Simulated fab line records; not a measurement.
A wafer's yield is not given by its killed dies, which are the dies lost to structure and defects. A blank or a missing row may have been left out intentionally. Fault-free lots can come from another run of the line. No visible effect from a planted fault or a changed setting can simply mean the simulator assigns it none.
A struck lot beside a sound one + flow nand harc + 11 steps out of a route of 1159
Sound: the wafers L158.1, L158.5, L158.6. The struck wafers were L168.1, L168.2, L168.4. The cause is given at the end.
At each step with rows: each side's tool, then ch and its chambers, then its first start. Under that, the readings that differ: sound wafers + struck wafers + difference of the means + sigmas: that difference in standard deviations of wafers without a fault.
alike: same words and numbers on both sides, and readings whose means sit less than 2 such deviations apart. not compared: any withheld reading, any reading some wafer has no value for, any bound like >300 that may hide the same value, and any number with overlapping values for which the record gives no deviation.
The two part at a step that has a row with sigmas, a row that says differs or no value, or rows on one side only. Non-overlapping numbers with no deviation appear without sigmas and do not part them. Lack of a reading on every wafer of one side parts them only where that side has two or more wafers.

first, 1 step without rows for these wafers: NHARC_A_WL_FILL_CVD_23 (deposits poly-Si, target thk 40 nm, time 800 s).
NHARC_A_WL_FILL_ETCHBACK_26: etches the open film in HBr, target depth 52 nm, time 13.3 s.
  sound on rie si-06 ch 1,2, day 15 19:52; struck on rie si-04 ch 0,1, day 19 05:00
  alike: drypump motor current A, oes product au, throttle valve pct
  not compared: rf hours counter h
then, 2 steps without rows for these wafers: NHARC_A_WL_FILL_PRECLEAN_30 (cleans in dHF, time 10 s); NHARC_A_WL_FILL_SRD_14.
NHARC_A_WL_FILL_ALD_19: deposits TiN, target thk 2 nm, pulse time 3 s, ald cycles 100.
  sound on ald metal-03 ch 0,1,3, day 15 20:10; struck on ald metal-01 ch 0,2,3, day 19 05:17
  alike: heater power outer w, heater power w, precursor pulse height rel
NHARC_A_WL_FILL_CVD_20: deposits W, target thk 75 nm, time 5064 s.
  sound: cvd w-02 ch 0,1; struck: cvd w-02 ch 0,1
  alike: heater power outer w, heater power w, throttle valve pct
NHARC_A_WL_FILL_CMP_12: polishes, t overpolish 30 s, target thk 75 nm.
  sound on cmp-04 ch 1,2,3, day 16 01:30; struck on cmp-02 ch 0,2,3, day 19 10:32
  alike: motor current A, overpolish run s, time to endpoint s
  not compared: pad life wafers
then, 1 step without rows for these wafers: NHARC_A_WL_FILL_SRD_31.
NHARC_A_WL_FILL_INSPECT_15:
  sound on defect inspect-01, day 16 01:53; struck on defect inspect-01, day 19 11:01
  alike: raw defect count
NHARC_A_CONTACT_DEP_24: deposits SiO2, target thk 500 nm.
  sound on pecvd-04 ch 0,1, day 16 01:58; struck on pecvd-03 ch 0,1,2, day 19 11:16
  no value came back on the struck wafers for any of 5 readings (chamber pressure Torr (Torr), flow sccm (sccm) and others); on the sound wafers chamber pressure Torr (Torr) reads 6.514 6.493 6.476
NHARC_END_SORT_01:
  the record has rows for the sound wafers here (prober-01 ch 0, day 19 17:32) and none for the struck ones

## WHERE THEY PART
Earliest at NHARC_A_CONTACT_DEP_24; latest, in this record, at NHARC_END_SORT_01.

WHY: whatever the simulator had introduced
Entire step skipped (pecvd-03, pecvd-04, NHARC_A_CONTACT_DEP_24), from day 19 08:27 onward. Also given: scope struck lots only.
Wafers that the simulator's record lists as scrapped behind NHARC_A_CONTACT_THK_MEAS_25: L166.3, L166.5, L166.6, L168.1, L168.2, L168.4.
